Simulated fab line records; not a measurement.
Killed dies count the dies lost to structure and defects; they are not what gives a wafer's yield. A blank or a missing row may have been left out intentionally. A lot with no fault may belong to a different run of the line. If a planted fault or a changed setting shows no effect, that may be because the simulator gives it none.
Matching of chambers | flow n5-finfet | N5_SD_EPI_P_ETCH_16 on rie-diel-01 has 4 sister chambers
The step etches SiO2 in CHF3/O2, target depth 5 nm. 16 wafers are shown with their chamber, then 8 later ones without.

WAFERS, EACH WITH ITS CHAMBER
wafer  | chamber | throttle-valve-pct (%) | drypump-motor-current-A (A) | rf-vpp-V (V)
L077.1 | 1       | 18.93                  | 6.13                        | 538
L077.2 | 0       | 18.46                  | 5.66                        | 519
L077.5 | 3       | 18.86                  | 5.88                        | 505
L078.2 | 0       | 18.47                  | 5.65                        | 519
L078.3 | 3       | 18.86                  | 5.88                        | 506
L078.6 | 3       | 18.86                  | 5.86                        | 504
L080.1 | 1       | 18.94                  | 6.13                        | 536
L080.3 | 3       | 18.86                  | 5.85                        | 505
L080.4 | 2       | 19.14                  | 5.66                        | 517
L081.1 | 1       | 18.95                  | 6.13                        | 536
L081.2 | 3       | 18.86                  | 5.87                        | 504
L081.4 | 0       | 18.46                  | 5.69                        | 518
L082.1 | 3       | 18.87                  | 5.86                        | 504
L082.2 | 2       | 19.13                  | 5.67                        | 518
L082.5 | 0       | 18.46                  | 5.67                        | 520
L086.1 | 1       | 18.96                  | 6.13                        | 537

SIGNATURES (averages over the wafers above)
reading                 | chamber 0 | chamber 1 | chamber 2 | chamber 3 | scatter within a chamber
throttle-valve-pct      | 18.4625   | 18.9450   | 19.1350   | 18.8617   | 0.00768
drypump-motor-current-A | 5.6675    | 6.1300    | 5.6650    | 5.8667    | 0.0118
rf-vpp-V                | 519.00    | 536.75    | 517.50    | 504.67    | 0.846
Rule: a wafer lies at a distance from a chamber equal to the root of the sum of squares, over the readings, of (its reading less the chamber's mean, divided by the reading's scatter). If the next closest chamber is less than 2 further off than the closest, the wafer can't be placed; otherwise it belongs to the closest. The scatter: take each reading less its chamber's mean, square it, sum over the shown wafers, divide by the number of wafers less the number of chambers, and take the root.

WAFERS MISSING THEIR CHAMBER
wafer  | throttle-valve-pct (%) | drypump-motor-current-A (A) | rf-vpp-V (V)
L086.2 | 19.17                  | 5.65                        | 518
L086.4 | 18.88                  | 5.86                        | 504
L091.1 | 19.17                  | 5.68                        | 517
L091.3 | 18.97                  | 6.12                        | 537
L091.6 | 18.47                  | 5.64                        | 521
L096.3 | 19.20                  | 5.66                        | 518
L096.5 | 18.53                  | 5.85                        | 505
L096.6 | 19.17                  | 5.67                        | 518

WHICH CHAMBER EACH ONE RAN IN
wafer  | from the rows above | in truth
L086.2 | 2                   | 2
L086.4 | 3                   | 3
L091.1 | 2                   | 2
L091.3 | 1                   | 1
L091.6 | 0                   | 0
L096.3 | 2                   | 2
L096.5 | 0                   | 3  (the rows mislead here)
L096.6 | 2                   | 2
Placed correctly: 7 of 8. Left unplaced by these rows: 0. Wrongly placed: 1.
